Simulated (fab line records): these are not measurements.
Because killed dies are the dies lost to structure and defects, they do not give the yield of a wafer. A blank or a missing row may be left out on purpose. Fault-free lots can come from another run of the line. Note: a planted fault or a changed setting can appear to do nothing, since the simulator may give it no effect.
Comparing a struck lot with a sound one -- flow n5_finfet -- 38 out of 1938 route steps
Sound: the wafers L140.1, L140.3, L140.6. Struck: wafers L148.1, L148.3 (left out: L148.4, a lot-mate that was not struck); the cause follows at the end.
For every step that has rows: the tool of each side, followed by ch and its chambers, followed by its first start. Under that, the readings that differ: sound wafers -- struck wafers -- difference of the means -- sigmas: that difference in standard deviations of wafers without a fault.
alike: readings whose means differ by less than 2 such deviations, and words and numbers that are the same on both sides. not compared: withheld readings, readings that some wafer has no value for, bounds like >300 that may hide the same value, and numbers for which the record gives no deviation and whose values overlap.
The two part at a step that has a row with sigmas, a row that says differs or no value, or rows on one side only. Numbers that have no deviation but don't overlap get no sigmas and don't part them. A reading missing from all wafers of one side parts the sides only when that side holds two or more wafers.

first, 9 steps without rows for these wafers: N5_BEOL_M4_ANNEAL_95 (time 240 s); N5_BEOL_M4_SPUTTER_96 (material Cu, target thk 4.5 nm, time 8.29 s); N5_BEOL_M4_ECD_50 (material Cu, target thk 300 nm); N5_BEOL_M4_ANNEAL_51 (time 90 s); N5_BEOL_M4_CMP_52 (polishes, stops on SiOC, t overpolish 6.8 s, target thk 40 nm); N5_BEOL_M4_PRE_CLEAN_60 (time 15 s); N5_BEOL_M4_CO_CAP_55 (material Co, precursor CCTBA/H2, target thk 2 nm, time 102.1 s); N5_BEOL_M4_PRE_CLEAN_56 (time 15 s); N5_BEOL_M4_DEP_57 (deposits SiCN from 3MS/NH3, target thk 8 nm, time 14 s).
N5_BEOL_M4_RC_MEAS_101:
  sound on prober-01 ch 0, day 8 20:43; struck on prober-01 ch 0, day 10 02:39
reading,sound,struck,difference,sigmas
VT_P (mV),-254 -250 -253,-245 -245,+7,+2
  alike: DIBL_N, DIBL_P, IOFF_N, IOFF_P, ION_N, ION_P, SS_N, SS_P, VT_N
then, 24 steps without rows for these wafers: N5_BEOL_M5_ILD_DEP_00 (deposits SiCOH lowk from DEMS/porogen, target thk 140.64 nm, time 25.9 s); N5_BEOL_M5_CURE_79 (cures SiCOH lowk, time 240 s); N5_BEOL_M5_PECVD_70 (deposits SiO2 from TEOS/O2, target thk 16 nm, time 18 s); N5_BEOL_M5_HM_DEP_02 (deposits TiN, target thk 20 nm); N5_BEOL_M5_COAT_59 (time 60 s, resist thk 60 nm); N5_BEOL_M5_COAT_60 (time 60 s, resist thk 12 nm); N5_BEOL_M5_COAT_71 (time 60 s, resist thk 5 nm); N5_BEOL_M5_COAT_05 (resist thk 30 nm); N5_BEOL_M5_EBR_07; N5_BEOL_M5_SOFTBAKE_06 (time 60 s); N5_BEOL_M5_EXPOSE_08 (exposes mask M5, target cd 28 nm); N5_BEOL_M5_PEB_09 (peb time 60 s); N5_BEOL_M5_DEVELOP_10 (develop time 30 s); N5_BEOL_M5_DESCUM_16 (chemistry O2, time 7 s); N5_BEOL_M5_ETCH_72 (etches underlayer in N2/H2, target depth 6.5 nm, time 5.2 s); N5_BEOL_M5_ETCH_61 (etches SiARC in CF4, target depth 15.6 nm, time 26 s); N5_BEOL_M5_ETCH_62 (etches SOC in N2/H2, target depth 75 nm, overetch 15 nm, time 112.5 s); N5_BEOL_M5_STRIP_63 (strips in N2/H2); N5_BEOL_M5_STRIP_73 (strips in N2/H2); N5_BEOL_M5_STRIP_64 (strips in CF4); N5_BEOL_M5_HM_OPEN_17 (chemistry Cl2/BCl3, target TiN, target depth 20 nm, overetch 6 nm); N5_BEOL_M5_STRIP_19 (strips in O2); N5_BEOL_M5_COAT_65 (time 60 s, resist thk 60 nm); N5_BEOL_M5_COAT_66 (time 60 s, resist thk 12 nm).
-- here the record skips 4 days between the struck wafers' starts before and after, leaving off in module BEOL_M5 and picking up in module PASSIVATION (first step shown: number 1910 of the route) --
N5_PASSIVATION_AL_DEP_21: deposits Al, target thk 2800 nm, time 170 s.
  sound on pvd_sputter-02 at day 12 17:15; struck on pvd_sputter-02 at day 14 14:18
reading,sound,struck,difference,sigmas
model.Al_of_PASSIVATION_AL_DEP_21.thk_nm (nm),2790 2809 2847,3530 3549,+724,
  alike: throttle_valve_pct
N5_PASSIVATION_ETCH_59: etches TaN in Cl2/BCl3, target depth 65 nm, time 34.9 s.
  sound on rie_metal-02 ch 0,1, day 12 18:19; struck on rie_metal-02 ch 0,1, day 14 15:23
reading,sound,struck,difference,sigmas
oes_product_au (a.u.),0.82 0.82 0.85,0.47 0.36,-0.41,-6
throttle_valve_pct (%),20.83 20.82 20.96,21.77 21.82,+0.93,+8
  alike: drypump_motor_current_A
  not compared: rf_hours_counter_h
N5_PASSIVATION_STRIP_52: strips in post etch residue remover, time 1200 s.
  sound on wet_bench-03 ch 3,4,5, day 12 21:38; struck on wet_bench-05 ch 1,4, day 14 17:17
reading,sound,struck,difference,sigmas
temp_c (C),72.68 72.39 72.76,72.24 72.48,-0.25,-2
model.Al_of_PASSIVATION_AL_DEP_21.thk_nm (nm),2775 2794 2832,3515 3534,+724,
  alike: bath_guard_temp_C
N5_PASSIVATION_PROBE_49:
  sound on prober-02 at day 13 00:03; struck on prober-02 at day 14 19:43
reading,sound,struck,difference,sigmas
defect_limited_yield (%),90.6 91.7 91.8,1.9 0.1,-90.4,-53
killed_at_M4_up,17 18 23,8 4,-13,-3
killed_at_other,0 1 0,1083 1098,+1090,+99 or more
killed_dies,111 98 97,1157 1179,+1066,+53
killed_on_rim,17 14 14,146 152,+134,+33
sort_bin_5_function (%),4.7 4.8 4.9,95.9 96.8,+91.5,+83
sort_n_pass,1069 1082 1083,23 1,-1066,-53
sort_yield_pct (%),90.6 91.7 91.8,1.9 0.1,-90.4,-53
  alike: killed_at_M0_to_M3, killed_at_contacts, killed_at_front_end, killed_open, killed_short, sort_bin_6_memory

## WHERE THEY PART
First at N5_BEOL_M4_RC_MEAS_101; last, within this record, at N5_PASSIVATION_PROBE_49.

WHY: what had been put in by the simulator
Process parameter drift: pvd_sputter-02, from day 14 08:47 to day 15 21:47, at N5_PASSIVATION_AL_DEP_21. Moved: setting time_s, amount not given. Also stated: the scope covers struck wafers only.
